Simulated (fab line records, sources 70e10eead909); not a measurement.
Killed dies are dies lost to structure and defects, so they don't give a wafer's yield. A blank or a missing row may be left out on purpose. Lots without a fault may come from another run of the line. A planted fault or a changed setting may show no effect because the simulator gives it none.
Problem report in the 8D (eight disciplines) form, filled by code | flow nand_harc | the parts of the form that need people (team, actions taken, sign-off) are left out

1. THE PROBLEM
thk_nm at NHARC_A_ONON_D1_THK_MEAS_08 reads a mean of 1535 nm on 1 wafer of 1 lot; wafers without a fault read 998 nm with a standard deviation of 9.3. That is +58 standard deviations from the usual mean.
The step: measures by ellipsometry.
First seen on wafer L103.3, day 10 18:10, on film_metro-02. The record holds 39 wafers of 13 lots with a number at this step. Rule for "out", or "out of limits": more than 4 standard deviations from the usual mean. The other wafers with a number count as sound.

2. WHAT IT IS AND WHAT IT IS NOT
question                    | is                | is not
which readings at this step | thk_nm            | -
which lots                  | L103              | L106, L107, L109, L111, L112, L113, L114, L115, L992, L993, L994, L995
which wafers of those lots  | L103.3            | L103.1, L103.2
read on which gauges        | film_metro-02     | film_metro-01
when                        | from day 10 18:10 | up to then (14 sound wafers); but 24 sound wafers of L106, L107, L109, L111, L112, L113, L114, L115 came after

3. SUSPECTS, AND WHAT RULES EACH OUT
Counting: a tool at a process step up to the reading stays a suspect if it ran every lot that is out. Sound lots after the first of them don't rule it out here, since some wafers of a struck lot are sound.
- the gauge at NHARC_A_ONON_D1_THK_MEAS_08: ruled out. All the wafers that are out were read on film_metro-02, but those of them that NHARC_END_SORT_01 has rows for are out there too, on other tools.
- pecvd_onon-04 at NHARC_A_ONON_D1_DEP_06 (target thk 1000 nm): kept. It ran the lot that is out, L103 (day 10 17:39); its last sound lot up to then is L995 (day 8 11:43).
Left after counting: pecvd_onon-04 at NHARC_A_ONON_D1_DEP_06.

4. THE CAUSE (what the simulator had put in)
Process parameter drift: pecvd_onon-04, from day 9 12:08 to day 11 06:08, at NHARC_A_ONON_D1_DEP_06. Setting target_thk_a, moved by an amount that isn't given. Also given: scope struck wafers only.
Counting left only this tool.

5. THE CHAIN OF EFFECTS, in route order
Each row: a reading whose mean over the struck wafers that have a number lies more than 3 standard deviations from the usual. Only readings for which the record gives a usual standard deviation are gone through. hours: the time from each lot's start at the first step in this table that gives one to its start at this step, as a median over the lots. sigmas: the change in usual standard deviations.
hours | step                        | reading         | usual  | on struck wafers | change | sigmas
0     | NHARC_A_ONON_D1_THK_MEAS_08 | thk_nm          | 998 nm | 1535             | +537   | +58
302   | NHARC_END_SORT_01           | killed_at_array | 28     | 673              | +645   | +64
302   | NHARC_END_SORT_01           | killed_dies     | 32     | 677              | +645   | +64

6. WHAT WOULD HAVE CAUGHT IT SOONER
In this record the first reading out of limits at a measuring or inspecting step was taken at day 10 18:10, 30 hours after the fault began at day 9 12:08.
All the lots that are out (1) had begun NHARC_A_ONON_D1_DEP_06 on pecvd_onon-04 by day 10 18:10. A hold on the tool at that time would have spared none of them.
